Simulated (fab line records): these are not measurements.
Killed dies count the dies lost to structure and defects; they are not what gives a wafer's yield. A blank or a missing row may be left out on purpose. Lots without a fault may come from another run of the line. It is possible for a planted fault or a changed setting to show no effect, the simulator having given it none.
Chamber matching	flow nand_harc	4 sister chambers for NHARC_A_BLC_DESCUM_15 on rie_diel-06
The step chemistry O2, time 3 s. 18 wafers are shown with their chamber, then 9 later ones without.

== WAFERS WITH THEIR CHAMBER ==
wafer	chamber	showerhead_plenum_p_Torr (Torr)	drypump_motor_current_A (A)	throttle_valve_pct (%)
L077.1	3	1.99	6.3	11.324
L077.2	0	1.93	6.4	11.316
L077.5	3	1.99	6.3	11.317
L078.1	3	1.99	6.4	11.317
L078.2	0	1.93	6.4	11.307
L078.4	2	1.90	6.0	11.312
L081.4	0	1.93	6.4	11.307
L081.5	2	1.89	6.0	11.299
L081.6	3	1.99	6.3	11.318
L083.2	0	1.93	6.3	11.289
L083.3	2	1.89	6.0	11.312
L083.4	1	1.98	5.4	11.315
L084.2	2	1.89	6.0	11.295
L084.4	3	1.99	6.3	11.301
L084.6	1	1.98	5.3	11.307
L085.2	0	1.93	6.5	11.295
L085.4	1	1.98	5.3	11.318
L085.6	0	1.93	6.4	11.303

SIGNATURES (means of the wafers above)
reading	chamber 0	chamber 1	chamber 2	chamber 3	scatter within a chamber
showerhead_plenum_p_Torr	1.9300	1.9800	1.8925	1.9900	0.00231
drypump_motor_current_A	6.400	5.333	6.000	6.320	0.0498
throttle_valve_pct	11.30283	11.31333	11.30450	11.31540	0.00867
Rule: distance of a wafer from a chamber = root of the sum over the readings of ((wafer's reading minus chamber's mean) / reading's scatter) squared. If the next closest chamber is less than 2 further off than the closest, the wafer can't be placed; otherwise it belongs to the closest. The scatter: the root of (the sum of the squares of (reading less its chamber's mean) over the shown wafers, divided by (wafers less chambers)).

== WAFERS WITH NO CHAMBER GIVEN ==
wafer	showerhead_plenum_p_Torr (Torr)	drypump_motor_current_A (A)	throttle_valve_pct (%)
L086.2	1.99	6.3	11.315
L086.3	1.98	5.4	11.310
L086.6	1.93	6.4	11.327
L091.2	1.93	6.4	11.326
L091.3	1.89	6.0	11.308
L091.6	1.98	5.3	11.308
L096.2	1.98	5.3	11.302
L096.3	1.93	6.4	11.311
L096.6	1.98	5.4	11.317

== WHICH CHAMBER EACH WENT THROUGH ==
wafer	from the rows above	in truth
L086.2	3	3
L086.3	1	1
L086.6	0	0
L091.2	0	0
L091.3	2	2
L091.6	1	1
L096.2	1	1
L096.3	0	0
L096.6	1	1
Placed correctly: 9 of 9. From these rows, 0 cannot be placed. Number placed wrongly: 0.
